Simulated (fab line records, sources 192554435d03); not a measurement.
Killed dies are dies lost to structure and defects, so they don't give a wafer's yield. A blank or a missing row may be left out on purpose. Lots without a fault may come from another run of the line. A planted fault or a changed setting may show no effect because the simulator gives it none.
Problem report in the 8D (eight disciplines) form, filled by code | flow n5_finfet | the parts of the form that need people (team, actions taken, sign-off) are left out

1. THE PROBLEM
oes_product_au at N5_FIN_SAQP_ETCH_65 reads a mean of 1.354 a.u. on 3 wafers of 2 lots; wafers without a fault read 0.994 a.u. with a standard deviation of 0.018. That is +20 standard deviations from the usual mean.
The step: etches SiO2 in CF4, target depth 4 nm, time 4.4 s.
First seen on wafer L732.4, day 5 06:02, on rie_si-02. The record holds 27 wafers of 9 lots with a number at this step. Rule for "out", or "out of limits": more than 4 standard deviations from the usual mean. The other wafers with a number count as sound.

2. WHAT IT IS AND WHAT IT IS NOT
question                    | is                     | is not
which readings at this step | oes_product_au         | drypump_motor_current_A, throttle_valve_pct
which lots                  | L732, L733             | L722, L727, L728, L730, L739, L740, L743
which wafers of those lots  | L732.4, L732.5, L733.5 | L732.1, L733.1, L733.6
read on which tools         | rie_si-02              | rie_si-05, rie_si-06
when                        | from day 5 06:02       | up to then (13 sound wafers); but 11 sound wafers of L733, L739, L740, L743 came after

3. SUSPECTS, AND WHAT RULES EACH OUT
Counting: a tool at a process step up to the reading stays a suspect if it ran every lot that is out. Sound lots after the first of them don't rule it out here, since some wafers of a struck lot are sound.
- rie_si-02 at N5_FIN_SAQP_ETCH_65 (etches SiO2 in CF4, target depth 4 nm, time 4.4 s): kept. It ran every lot that is out, first L732 (day 5 06:02); its last sound lot up to then is L730 (day 4 11:57). Its own readings are out on those wafers: oes_product_au.
Left after counting: rie_si-02 at N5_FIN_SAQP_ETCH_65.

4. THE CAUSE (what the simulator had put in)
Process parameter drift: rie_si-02, from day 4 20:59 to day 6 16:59, at N5_FIN_SAQP_ETCH_65. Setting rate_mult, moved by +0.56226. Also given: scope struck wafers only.
Counting left only this tool.

5. THE CHAIN OF EFFECTS, in route order
Each row: a reading whose mean over the struck wafers that have a number lies more than 3 standard deviations from the usual. Only readings for which the record gives a usual standard deviation are gone through. hours: the time from each lot's start at the first step in this table that gives one to its start at this step, as a median over the lots. sigmas: the change in usual standard deviations.
hours | step                | reading        | usual      | on struck wafers | change | sigmas
0     | N5_FIN_SAQP_ETCH_65 | oes_product_au | 0.994 a.u. | 1.354            | +0.360 | +20
The process steps in it:
- N5_FIN_SAQP_ETCH_65: etches SiO2 in CF4, target depth 4 nm, time 4.4 s.
Later measuring or inspecting steps at which every struck wafer that the step has a row for has a number for every such reading, and none has moved that far: N5_BEOL_M4_RC_MEAS_101.

6. WHAT WOULD HAVE CAUGHT IT SOONER
In this record the first reading out of limits was taken at day 5 06:02, 9 hours after the fault began at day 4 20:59.
